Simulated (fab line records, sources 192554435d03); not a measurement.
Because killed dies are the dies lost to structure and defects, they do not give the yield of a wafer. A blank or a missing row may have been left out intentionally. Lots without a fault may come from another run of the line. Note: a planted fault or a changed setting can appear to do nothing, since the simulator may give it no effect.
fab line records | flow n5Finfet
record: lots: 10 | wafers: 30 | lastDay: 18
route steps=1938 shown BEOL_M0@737 BEOL_M1@761 BEOL_M4@1111 PASSIVATION@1936
lots that met no fault: taken from a fault-free run of the same line
startH: the number of hours between the record's first day and the start of the first shown wafer of the lot | waitH: hours from the lot's prior step to this one | " repeats the value in the row above | L1.1+2: a row that stands for several wafers | - no value present, or no start provided | * or withheld: withheld | < > ~ a bound
route shown NAME@n: a module of which the file shows steps, and the number in the route of the first | usual: mean/standard deviation of fault-free wafers | same: alike in all rows | chamber/n: place in a boat | sites: readings site by site | _std_site: how widely they spread, as a standard deviation | _edge_site: outer sites' mean less inner sites' | radiusMm: for every site, how far away it sits from the centre of the wafer | mask NAME#n: copy n | behind: tool/chamber where the wafer was last shaped | hold: reason for holding the lot/hours on hold/outcome of the hold | device: the transistor (n, p or np) that didn't switch | end of line: the route-end tests of the same wafers | a step without rows: its recipe alone | killed: dies lost to structure and defects at the first sort, not the wafer's yield | map: shows each die of a wafer: x if killed, . if not, _ if none is there
set.NAME: the run value of the setting; set.NAME@STEP: its run value at that earlier step | model.NAME: the simulator's own value behind a step, which no gauge read
a sample of lots followed through the steps of the route, with each step as a table and each wafer as a row
services: a tool's chamber out of use, with start hour (startH, from the record's first day; less than 0 if before it), hours out, and reason
== steps ==
step: N5_BEOL_M0_ANNEAL_133
recipe: tempC: 400 | timeS: 60 | ambient: vacuum
usual: heaterPowerW: 814/90 | susceptorTempC: 399.97/0.25
lot.wafer | tool          | chamber | startH | waitH | heaterPowerW | susceptorTempC
L182.2    | pvdSputter-03 | -       | 123.59 | 0.0   | 974          | 399.96
L182.3    | "             | -       | "      | "     | 763          | 400.09
L182.6    | "             | -       | "      | "     | 1018         | 399.92
L184.1    | pvdSputter-03 | -       | 132.24 | 0.0   | 898          | 400.06
L184.3    | "             | -       | "      | "     | 691          | 399.97
L184.4    | "             | -       | "      | "     | 735          | 400.02
L186.1    | pvdSputter-01 | -       | 145.55 | 0.0   | 797          | 399.82
L186.2    | "             | -       | "      | "     | 691          | 399.78
L186.5    | "             | -       | "      | "     | 795          | 399.79
L187.2    | pvdSputter-03 | -       | 148.15 | 0.0   | 902          | 399.77
L187.4    | "             | -       | "      | "     | 729          | 400.06
L187.5    | "             | -       | "      | "     | 901          | 399.79
L189.2    | pvdSputter-03 | -       | 153.67 | 0.0   | 991          | 400.16
L189.3    | "             | -       | "      | "     | 667          | 399.91
L189.6    | "             | -       | "      | "     | 764          | 400.29
L197.1    | pvdSputter-03 | -       | 209.10 | 0.0   | 681          | 400.34
L197.5    | "             | -       | "      | "     | 662          | 399.73
L197.6    | "             | -       | "      | "     | 741          | 399.64
L198.3    | pvdSputter-03 | -       | 216.31 | 0.0   | 760          | 399.98
L198.5    | "             | -       | "      | "     | 905          | 399.95
L198.6    | "             | -       | "      | "     | 997          | 399.93
L201.2    | pvdSputter-03 | -       | 232.73 | 0.0   | 906          | 400.18
L201.3    | "             | -       | "      | "     | 994          | 399.84
L201.4    | "             | -       | "      | "     | 706          | 400.02
L202.1    | pvdSputter-03 | -       | 243.05 | 0.0   | 912          | 400.22
L202.4    | "             | -       | "      | "     | 990          | 400.54
L202.5    | "             | -       | "      | "     | 752          | 400.04
L205.1    | pvdSputter-02 | -       | 267.59 | 0.0   | 813          | 399.90
L205.3    | "             | -       | "      | "     | 863          | 400.44
L205.5    | "             | -       | "      | "     | 821          | 400.17
step: N5_BEOL_M0_ANNEAL_135
recipe: tempC: 400 | timeS: 60 | ambient: vacuum
usual: heaterPowerW: 815/92 | susceptorTempC: 399.99/0.22
lot.wafer | tool          | chamber | startH | waitH | heaterPowerW | susceptorTempC
L182.2    | pvdSputter-03 | -       | 123.71 | 0.0   | 980          | 400.21
L182.3    | "             | -       | "      | "     | 745          | 399.77
L182.6    | "             | -       | "      | "     | 1004         | 400.21
L184.1    | pvdSputter-03 | -       | 132.36 | 0.0   | 875          | 400.14
L184.3    | "             | -       | "      | "     | 679          | 400.05
L184.4    | "             | -       | "      | "     | 752          | 400.46
L186.1    | pvdSputter-01 | -       | 145.67 | 0.0   | 787          | 399.92
L186.2    | "             | -       | "      | "     | 674          | 399.74
L186.5    | "             | -       | "      | "     | 790          | 400.12
L187.2    | pvdSputter-03 | -       | 148.27 | 0.0   | 899          | 399.74
L187.4    | "             | -       | "      | "     | 760          | 400.10
L187.5    | "             | -       | "      | "     | 905          | 399.97
L189.2    | pvdSputter-03 | -       | 153.79 | 0.0   | 979          | 399.72
L189.3    | "             | -       | "      | "     | 672          | 400.11
L189.6    | "             | -       | "      | "     | 743          | 400.15
L197.1    | pvdSputter-03 | -       | 209.22 | 0.0   | 681          | 400.00
L197.5    | "             | -       | "      | "     | 670          | 400.09
L197.6    | "             | -       | "      | "     | 750          | 399.64
L198.3    | pvdSputter-03 | -       | 216.43 | 0.0   | 744          | 399.81
L198.5    | "             | -       | "      | "     | 907          | 399.73
L198.6    | "             | -       | "      | "     | 1011         | 400.17
L201.2    | pvdSputter-03 | -       | 232.85 | 0.0   | 893          | 400.16
L201.3    | "             | -       | "      | "     | 979          | 400.06
L201.4    | "             | -       | "      | "     | 686          | 399.94
L202.1    | pvdSputter-03 | -       | 243.17 | 0.0   | 898          | 400.07
L202.4    | "             | -       | "      | "     | 988          | 400.32
L202.5    | "             | -       | "      | "     | 741          | 399.94
L205.1    | pvdSputter-02 | -       | 267.71 | 0.0   | 828          | 400.28
L205.3    | "             | -       | "      | "     | 852          | 399.66
L205.5    | "             | -       | "      | "     | 842          | 400.22
step: N5_BEOL_M1_EXPOSE_08
recipe: maskId: M1 | na: 0.33 | sourceShape: dipole | sigmaInner: 0.369 | sigmaOuter: 0.767 | polarization: unpolarized | doseMj: 33
usual: exposureDoseMJCm2: 32.95/0.044
same: sigmaOuter: 0.767
lot.wafer | tool          | chamber | startH | waitH | mask | exposureDoseMJCm2
L182.2    | euvScanner-01 | 0       | 127.21 | -     | M1#0 | 32.97
L182.3    | "             | 0       | "      | "     | M1#0 | 32.95
L182.6    | "             | 0       | "      | "     | M1#0 | 32.94
L184.1    | euvScanner-02 | 0       | 137.90 | -     | M1#0 | 32.89
L184.3    | "             | 0       | "      | "     | M1#0 | 32.85
L184.4    | "             | 0       | "      | "     | M1#0 | 32.91
L186.1    | euvScanner-01 | 0       | 148.24 | -     | M1#0 | 32.98
L186.2    | "             | 0       | "      | "     | M1#0 | 32.96
L186.5    | "             | 0       | "      | "     | M1#0 | 33.03
L187.2    | euvScanner-01 | 0       | 150.81 | -     | M1#0 | 32.93
L187.4    | "             | 0       | "      | "     | M1#0 | 32.94
L187.5    | "             | 0       | "      | "     | M1#0 | 32.95
L189.2    | euvScanner-01 | 0       | 160.27 | -     | M1#0 | 32.97
L189.3    | "             | 0       | "      | "     | M1#0 | 33.01
L189.6    | "             | 0       | "      | "     | M1#0 | 32.95
L197.1    | euvScanner-01 | 0       | 212.37 | -     | M1#0 | 32.42
L197.5    | "             | 0       | "      | "     | M1#0 | 32.35
L197.6    | "             | 0       | "      | "     | M1#0 | 32.34
L198.3    | euvScanner-01 | 0       | 218.72 | -     | M1#0 | 32.48
L198.5    | "             | 0       | "      | "     | M1#0 | 32.45
L198.6    | "             | 0       | "      | "     | M1#0 | 32.47
L201.2    | euvScanner-02 | 0       | 235.60 | -     | M1#0 | 32.85
L201.3    | "             | 0       | "      | "     | M1#0 | 32.92
L201.4    | "             | 0       | "      | "     | M1#0 | 32.89
L202.1    | euvScanner-02 | 0       | 244.93 | -     | M1#0 | 32.89
L202.4    | "             | 0       | "      | "     | M1#0 | 32.90
L202.5    | "             | 0       | "      | "     | M1#0 | 32.87
L205.1    | euvScanner-02 | 0       | 270.18 | -     | M1#0 | 32.84
L205.3    | "             | 0       | "      | "     | M1#0 | 32.83
L205.5    | "             | 0       | "      | "     | M1#0 | 32.87
step: N5_BEOL_M1_DESCUM_16
recipe: chemistry: O2 | timeS: 7 | sourcePowerW: 50 | biasPowerW: 20 | pressureMtorr: 20 | rfFrequencyHz: 2.712e+07 | tempC: 40 | resist: CAR-EUV | o2FlowSccm: 225
usual: drypumpMotorCurrentA: 5.7/0.41 | oesProductAu: 0.78/0.084 | rfVppV: 243.0/1.4 | showerheadPlenumPTorr: 2.08/0.06 | throttleValvePct: 20.51/0.22
lot.wafer | tool       | chamber | startH | waitH | drypumpMotorCurrentA | oesProductAu | rfHoursCounterH | rfVppV | showerheadPlenumPTorr | throttleValvePct
L182.2    | rieDiel-04 | 1       | 127.45 | 0.0   | 5.9                  | 0.69         | 215             | 244.4  | 2.15                  | 20.47
L182.3    | "          | 2       | "      | "     | 6.5                  | 0.65         | 288             | 243.4  | 2.06                  | 21.01
L182.6    | "          | 2       | "      | "     | 6.5                  | 0.65         | -               | 243.0  | 2.05                  | 21.02
L184.1    | rieDiel-04 | 2       | 138.16 | 0.0   | 6.5                  | 0.64         | 292             | 242.3  | 2.05                  | 21.01
L184.3    | "          | 0       | "      | "     | 5.6                  | 0.84         | 47              | 241.8  | 2.05                  | 20.51
L184.4    | "          | 1       | "      | "     | 5.9                  | 0.69         | -               | 244.0  | 2.15                  | 20.47
L186.1    | rieDiel-06 | 0       | 148.66 | 0.2   | 5.7                  | 0.70         | 232             | 244.8  | 2.15                  | 20.29
L186.2    | "          | 2       | "      | "     | 5.9                  | 0.72         | 191             | 244.2  | 2.17                  | 20.53
L186.5    | "          | 1       | "      | "     | 5.8                  | 0.74         | -               | 242.2  | 2.02                  | 20.67
L187.2    | rieDiel-05 | 1       | 151.08 | 0.1   | 5.5                  | 0.72         | 176             | 242.9  | 2.00                  | 20.58
L187.4    | "          | 2       | "      | "     | 5.1                  | 0.89         | -               | 242.2  | 2.12                  | 20.25
L187.5    | "          | 3       | "      | "     | 5.7                  | 0.84         | -               | 240.8  | 2.03                  | 20.17
L189.2    | rieDiel-05 | 3       | 160.52 | 0.0   | 5.7                  | 0.83         | 80              | 242.1  | 2.03                  | 20.19
L189.3    | "          | 2       | "      | "     | 5.1                  | 0.87         | 45              | 242.8  | 2.12                  | 20.25
L189.6    | "          | 2       | "      | "     | 5.1                  | 0.87         | -               | 245.8  | 2.12                  | 20.26
L197.1    | rieDiel-04 | 2       | 212.76 | 0.2   | 6.5                  | 0.95         | 11              | 242.9  | 2.05                  | 20.60
L197.5    | "          | 3       | "      | "     | 5.1                  | 0.77         | -               | 244.3  | 2.09                  | 20.70
L197.6    | "          | 2       | "      | "     | 6.5                  | 0.95         | -               | 242.5  | 2.05                  | 20.61
L198.3    | rieDiel-05 | 3       | 219.45 | 0.5   | 5.6                  | 0.81         | 98              | 241.9  | 2.03                  | 20.21
L198.5    | "          | 1       | "      | "     | 5.6                  | 0.70         | -               | 241.4  | 1.99                  | 20.60
L198.6    | "          | 0       | "      | "     | 6.0                  | 0.71         | -               | 243.2  | 2.16                  | 20.86
L201.2    | rieDiel-05 | 0       | 235.85 | 0.0   | 6.0                  | 0.72         | 210             | 245.2  | 2.16                  | 20.86
L201.3    | "          | 3       | "      | "     | 5.7                  | 0.82         | 103             | 242.7  | 2.03                  | 20.22
L201.4    | "          | 3       | "      | "     | 5.6                  | 0.81         | -               | 241.2  | 2.03                  | 20.22
L202.1    | rieDiel-04 | 0       | 245.22 | 0.1   | 5.6                  | 0.80         | 79              | 243.2  | 2.04                  | 20.56
L202.4    | "          | 0       | "      | "     | 5.6                  | 0.81         | -               | 241.4  | 2.04                  | 20.55
L202.5    | "          | 2       | "      | "     | 6.5                  | 0.92         | -               | 242.0  | 2.04                  | 20.62
L205.1    | rieDiel-04 | 0       | 270.43 | 0.0   | 5.6                  | 0.79         | 90              | 241.1  | 2.04                  | 20.56
L205.3    | "          | 1       | "      | "     | 5.9                  | 0.97         | 1               | 243.3  | 2.14                  | 20.08
L205.5    | "          | 1       | "      | "     | 5.9                  | 0.97         | -               | 244.1  | 2.14                  | 20.09
step: N5_BEOL_M4_RC_MEAS_101
usual: DIBL_N: 36.4/1.2 | DIBL_P: 36.1/1.6 | IOFF_N: 0.156/0.024 | IOFF_P: 0.21/0.031 | ION_N: 674/11 | ION_P: 463/6.9 | SS_N: 71.5/0.5 | SS_P: 73.2/0.55 | VT_N: 250.0/2.9 | VT_P: -250/3.6
lot.wafer | tool      | chamber | startH | waitH | DIBL_N[mV/V] | DIBL_P[mV/V] | IOFF_N[nA/um] | IOFF_P[nA/um] | ION_N[uA/um] | ION_P[uA/um] | SS_N[mV/dec] | SS_P[mV/dec] | VT_N[mV] | VT_P[mV]
L182.2    | prober-02 | 0       | 166.60 | 0.2   | 37.7         | 38.4         | 0.178         | 0.22          | 671          | 462          | 72.2         | 73.5         | 250.2    | -250
L182.3    | "         | 0       | "      | "     | 35.5         | 36.8         | 0.155         | 0.20          | 675          | 464          | 71.2         | 72.9         | 251.4    | -251
L182.6    | "         | 0       | "      | "     | 36.2         | 37.6         | 0.157         | 0.20          | 679          | 464          | 70.8         | 72.7         | 250.2    | -252
L184.1    | prober-01 | 0       | 173.74 | 0.0   | 37.3         | 38.3         | 0.181         | 0.23          | 680          | 469          | 72.1         | 73.3         | 247.3    | -250
L184.3    | "         | 0       | "      | "     | 38.7         | 39.4         | 0.208         | 0.24          | 684          | 464          | 72.1         | 73.8         | 244.2    | -249
L184.4    | "         | 0       | "      | "     | 36.8         | 37.6         | 0.167         | 0.21          | 674          | 459          | 72.4         | 73.3         | 247.0    | -251
L186.1    | prober-02 | 0       | 189.00 | 0.0   | 37.3         | 39.6         | 0.204         | 0.26          | 698          | 473          | 72.3         | 73.9         | 245.0    | -250
L186.2    | "         | 0       | "      | "     | 35.2         | 37.1         | 0.160         | 0.22          | 669          | 459          | 71.4         | 73.7         | 249.5    | -248
L186.5    | "         | 0       | "      | "     | 36.6         | 38.4         | 0.183         | 0.24          | 676          | 461          | 71.8         | 73.5         | 247.5    | -250
L187.2    | prober-01 | 0       | 193.78 | 0.2   | 35.2         | 34.7         | 0.133         | 0.20          | 668          | 468          | 71.4         | 73.0         | 250.7    | -249
L187.4    | "         | 0       | "      | "     | 35.9         | 36.4         | 0.144         | 0.22          | 671          | 468          | 72.3         | 73.8         | 251.6    | -246
L187.5    | "         | 0       | "      | "     | 35.2         | 34.3         | 0.134         | 0.20          | 665          | 461          | 71.2         | 72.9         | 253.1    | -250
L189.2    | prober-02 | 0       | 195.98 | 0.2   | 34.6         | 33.9         | 0.136         | 0.20          | 661          | 466          | 70.7         | 73.5         | 250.5    | -249
L189.3    | "         | 0       | "      | "     | 35.2         | 35.1         | 0.148         | 0.22          | 678          | 468          | 71.2         | 73.2         | 251.3    | -247
L189.6    | "         | 0       | "      | "     | 36.4         | 36.3         | 0.181         | 0.25          | 688          | 482          | 71.6         | 73.9         | 246.8    | -246
L197.1    | prober-02 | 0       | 252.63 | 0.0   | 37.7         | 36.7         | 0.170         | 0.20          | 672          | 455          | 71.7         | 74.1         | 250.4    | -252
L197.5    | "         | 0       | "      | "     | 35.5         | 34.2         | 0.130         | 0.16          | 667          | 460          | 70.6         | 73.1         | 253.5    | -256
L197.6    | "         | 0       | "      | "     | 35.6         | 34.6         | 0.140         | 0.17          | 671          | 460          | 71.4         | 73.3         | 252.1    | -254
L198.3    | prober-01 | 0       | 255.87 | 0.3   | 36.6         | 34.7         | 0.131         | 0.19          | 657          | 461          | 71.2         | 73.2         | 252.3    | -251
L198.5    | "         | 0       | "      | "     | 37.2         | 35.6         | 0.152         | 0.19          | 670          | 458          | 71.5         | 73.2         | 250.9    | -251
L198.6    | "         | 0       | "      | "     | 35.9         | 34.3         | 0.130         | 0.17          | 664          | 460          | 71.3         | 73.3         | 251.3    | -252
L201.2    | prober-01 | 0       | 276.94 | 0.2   | 37.7         | 36.7         | 0.175         | 0.25          | 679          | 467          | 71.8         | 73.3         | 247.2    | -247
L201.3    | "         | 0       | "      | "     | 37.7         | 37.1         | 0.186         | 0.26          | 688          | 470          | 71.7         | 74.1         | 247.7    | -247
L201.4    | "         | 0       | "      | "     | 36.4         | 34.8         | 0.149         | 0.22          | 661          | 463          | 71.0         | 73.3         | 250.1    | -248
L202.1    | prober-02 | 0       | 284.30 | 0.0   | 34.0         | 34.0         | 0.129         | 0.18          | 667          | 467          | 71.0         | 73.1         | 252.9    | -249
L202.4    | "         | 0       | "      | "     | 34.5         | 35.2         | 0.134         | 0.20          | 670          | 467          | 71.1         | 72.5         | 249.4    | -250
L202.5    | "         | 0       | "      | "     | 34.4         | 33.8         | 0.120         | 0.18          | 660          | 459          | 70.2         | 72.6         | 251.6    | -250
L205.1    | prober-01 | 0       | 314.74 | 0.0   | 35.8         | 35.8         | 0.156         | 0.19          | 678          | 464          | 71.4         | 73.8         | 248.1    | -253
L205.3    | "         | 0       | "      | "     | 35.0         | 34.4         | 0.141         | 0.17          | 674          | 452          | 72.0         | 73.3         | 251.6    | -255
L205.5    | "         | 0       | "      | "     | 35.1         | 34.8         | 0.140         | 0.17          | 681          | 464          | 71.5         | 72.8         | 248.5    | -254
step: N5_PASSIVATION_PROBE_49
usual: defectLimitedYield: 91.4/1.5 | killed_at_M0_to_M3: 31/11 | killed_at_M4_up: 13/5.5 | killedAtContacts: 13/6.3 | killedAtFrontEnd: 40/13 | killedAtOther: 3.3/2.6 | killedDies: 101/18 | killedOpen: 67/13 | killedShort: 33/7.9 | sort_bin_5_function: 5.1/1 | sort_bin_6_memory: 3.2/0.68 | sortNPass: 1079/18 | sortYieldPct: 91.4/1.5
same: grossDies: 1180 | killedAtBackSide: 0 | sort_bin_4_leakage[%]: 0 | sort_bin_8_speed[%]: 0
lot.wafer | tool      | chamber | startH | waitH | defectLimitedYield[%] | killed_at_M0_to_M3 | killed_at_M4_up | killedAtContacts | killedAtFrontEnd | killedAtOther | killedDies | killedOpen | killedShort | sort_bin_5_function[%] | sort_bin_6_memory[%] | sortNPass | sortYieldPct[%]
L197.1    | prober-01 | -       | 354.22 | 0.0   | 89.1                  | 61                 | 12              | 13               | 40               | 3             | 129        | 76         | 46          | 6.5                    | 3.8                  | 1051      | 89.1
L197.5    | prober-01 | -       | 354.42 | 0.2   | 90.4                  | 31                 | 13              | 16               | 46               | 7             | 113        | 70         | 35          | 5.6                    | 3.5                  | 1067      | 90.4
L197.6    | prober-01 | -       | 354.47 | 0.3   | 90.3                  | 39                 | 23              | 12               | 34               | 7             | 115        | 74         | 34          | 6.0                    | 3.4                  | 1065      | 90.3
L198.3    | prober-02 | -       | 359.16 | 0.1   | 87.8                  | 52                 | 18              | 19               | 51               | 4             | 144        | 95         | 48          | 7.3                    | 4.5                  | 1036      | 87.8
L198.5    | prober-02 | -       | 359.26 | 0.2   | 87.3                  | 62                 | 30              | 10               | 40               | 8             | 150        | 100        | 47          | 7.7                    | 4.5                  | 1030      | 87.3
L198.6    | prober-02 | -       | 359.31 | 0.3   | 87.3                  | 49                 | 9               | 15               | 73               | 4             | 150        | 105        | 42          | 7.5                    | 4.9                  | 1030      | 87.3
killed by level:class
L197.1 BEOL_M0_SAQP:geometricParticle:short=18 BEOL_M0_SAQP:geometricParticle:open=16 DUMMY_GATE:geometricParticle:open=9 FIN_SAQP:geometricParticle:short=8 MOL_CONTACT_COAG:geometricParticle:open=8 BEOL_M2:geometricParticle:open=8 BEOL_M3:geometricParticle:open=6 BEOL_M1:areaExpose=6
L197.5 STI_FIN_REVEAL:geometricParticle:open=14 MOL_CONTACT_COAG:geometricParticle:open=12 FIN_SAQP:geometricParticle:short=11 BEOL_M3:geometricParticle:open=8 BEOL_M1:areaExpose=8 DUMMY_GATE:geometricParticle:open=5 BEOL_M4:geometricParticle:open=5 MOL_CONTACT_COAG:geometricParticle:short=4
L197.6 FIN_SAQP:geometricParticle:short=12 MOL_CONTACT_COAG:geometricParticle:open=10 BEOL_M2:geometricParticle:open=9 BEOL_M0_SAQP:geometricParticle:open=6 BEOL_M0:geometricParticle:open=6 BEOL_M3:geometricParticle:short=5 BEOL_M4:geometricParticle:open=5 FIN_SAQP:geometricParticle:open=4
L198.3 BEOL_M0_SAQP:geometricParticle:open=22 MOL_CONTACT_COAG:geometricParticle:open=15 BEOL_M3:geometricParticle:open=13 FIN_SAQP:geometricParticle:open=9 GATE_CUT:geometricParticle:short=9 BEOL_M0_SAQP:geometricParticle:short=9 DUMMY_GATE:geometricParticle:open=8 FIN_SAQP:geometricParticle:short=7
L198.5 BEOL_M3:geometricParticle:open=17 BEOL_M0_SAQP:geometricParticle:open=12 FIN_SAQP:geometricParticle:open=11 BEOL_M4:geometricParticle:open=10 FIN_SAQP:geometricParticle:short=8 MOL_CONTACT_COAG:geometricParticle:open=8 GATE_CUT:geometricParticle:short=7 BEOL_M4:geometricParticle:short=7
L198.6 FIN_SAQP:geometricParticle:open=22 STI_FIN_REVEAL:geometricParticle:open=18 FIN_SAQP:geometricParticle:short=13 MOL_CONTACT_COAG:geometricParticle:open=11 BEOL_M0_SAQP:geometricParticle:short=11 BEOL_M0_SAQP:geometricParticle:open=11 BEOL_M3:geometricParticle:open=11 DUMMY_GATE:geometricParticle:open=6
== services ==
tool          | chamber | startH | hours | kind
euvScanner-01 | -       | 104.94 | 4.6   | pm
rieDiel-05    | 0       | 105.22 | 2.4   | repair
euvScanner-02 | -       | 109.54 | 1.0   | pm
euvScanner-01 | -       | 110.58 | 1.0   | pm
pvdSputter-02 | -       | 115.51 | 1.1   | repair
euvScanner-01 | -       | 119.82 | 0.4   | repair
euvScanner-01 | -       | 139.87 | 2.7   | repair
euvScanner-02 | -       | 143.60 | 2.5   | repair
rieDiel-05    | 0       | 149.24 | 2.4   | repair
rieDiel-04    | 0       | 150.26 | 5.2   | repair
euvScanner-02 | -       | 153.10 | 63.5  | repair
rieDiel-04    | 2       | 155.76 | -     | clean
rieDiel-04    | 2       | 155.76 | -     | consumableReplace:esc
rieDiel-04    | 2       | 155.76 | -     | consumableReplace:focusRing
rieDiel-04    | 2       | 155.76 | 18.5  | scheduledDown
rieDiel-04    | 2       | 155.76 | 18.5  | ventCycle
rieDiel-06    | 1       | 175.19 | 8.7   | repair
euvScanner-01 | -       | 179.60 | 1.0   | pm
euvScanner-01 | -       | 198.33 | 1.7   | repair
euvScanner-01 | 0       | 212.19 | -     | calibration
euvScanner-02 | -       | 216.63 | 1.0   | pm
euvScanner-02 | -       | 217.64 | 4.6   | pm
euvScanner-01 | -       | 223.25 | 1.0   | pm
rieDiel-04    | 1       | 244.83 | -     | clean
== key ==
firstSign: step: N5_BEOL_M1_EXPOSE_08 | reading: exposureDoseMJCm2 | direction: down | sigmas: 12 | usual: 32.95 | struck: 32.42
effect none on later readings
metAt N5_BEOL_M1_EXPOSE_08
struckLots L197,L198
loopTrim: step: N5_BEOL_M1_EXPOSE_08 | setting: dose | lots: L198
notActingAt N5_BEOL_M0_ANNEAL_133,N5_BEOL_M0_ANNEAL_135,N5_BEOL_M1_DESCUM_16
onsetBetween 160.27 212.37
fault: kind: processParameterDrift | tool: euvScanner-01 | chamber: - | onsetH: 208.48 | steps: N5_BEOL_M1_EXPOSE_08 | channel: doseMj | offset: -0.59863 | shape: step | actsIn: theseRecipesOnly | stated: 33
loopTrim: a control loop set the setting to another value than it would have without faults
